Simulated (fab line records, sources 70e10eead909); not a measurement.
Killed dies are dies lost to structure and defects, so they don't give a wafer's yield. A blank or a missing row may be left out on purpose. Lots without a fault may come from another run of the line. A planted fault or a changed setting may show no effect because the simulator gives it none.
Chamber matching | flow nand_harc | NHARC_A_BLC_ALD_23 on ald_metal-03: 4 sister chambers
The step deposits TiN, target thk 3 nm, pulse time 1 s, ald cycles 150. 18 wafers are shown with their chamber, then 9 later ones without.

WAFERS WITH THEIR CHAMBER
wafer  | chamber | heater_power_w (W) | precursor_pulse_height_rel
L076.2 | 0       | 1055               | 1.004
L076.4 | 3       | 1072               | 0.996
L076.5 | 3       | 1068               | 0.980
L076.1 | 2       | 1314               | 0.984
L076.3 | 1       | 997                | 0.996
L076.6 | 0       | 1066               | 0.995
L075.3 | 1       | 1033               | 1.005
L075.4 | 2       | 1286               | 1.050
L075.5 | 3       | 1076               | 0.982
L075.1 | 0       | 1068               | 1.038
L075.2 | 3       | 1075               | 0.970
L075.6 | 2       | 1334               | 0.954
L079.2 | 2       | 1303               | 0.969
L079.3 | 1       | 1014               | 1.008
L079.4 | 0       | 1049               | 1.033
L080.1 | 0       | 1061               | 1.013
L080.4 | 2       | 1309               | 1.006
L080.5 | 2       | 1292               | 1.015

SIGNATURES (means of the wafers above)
reading                    | chamber 0 | chamber 1 | chamber 2 | chamber 3 | scatter within a chamber
heater_power_w             | 1059.80   | 1014.67   | 1306.33   | 1072.75   | 13.1
precursor_pulse_height_rel | 1.01660   | 1.00300   | 0.99633   | 0.98200   | 0.0236
Rule: a wafer's distance from a chamber is the root of the sum, over the readings, of the square of ((its reading less the chamber's mean) divided by the reading's scatter). The wafer belongs to the nearest chamber; if the next one is less than 2 further off, it can't be placed. The scatter: the root of (the sum of the squares of (reading less its chamber's mean) over the shown wafers, divided by (wafers less chambers)).

WAFERS WITHOUT THEIR CHAMBER
wafer  | heater_power_w (W) | precursor_pulse_height_rel
L084.1 | 1318               | 0.982
L084.3 | 1065               | 0.979
L084.6 | 1302               | 1.070
L091.3 | 1064               | 1.005
L091.4 | 1011               | 1.027
L091.5 | 1053               | 0.997
L095.1 | 1298               | 0.976
L095.2 | 999                | 0.988
L095.4 | 1076               | 1.024

WHICH CHAMBER EACH WENT THROUGH
wafer  | from the rows above          | in truth
L084.1 | 2                            | 2
L084.3 | can't be placed: 3 or 0      | 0
L084.6 | 2                            | 2
L091.3 | can't be placed: 0 or 3      | 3
L091.4 | 1                            | 1
L091.5 | can't be placed: 0 or 3 or 1 | 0
L095.1 | 2                            | 2
L095.2 | 1                            | 1
L095.4 | can't be placed: 0 or 3      | 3
Placed correctly: 5 of 9. Can't be placed from these rows: 4 (the true chamber is among the candidates in 4). Placed wrongly: 0.
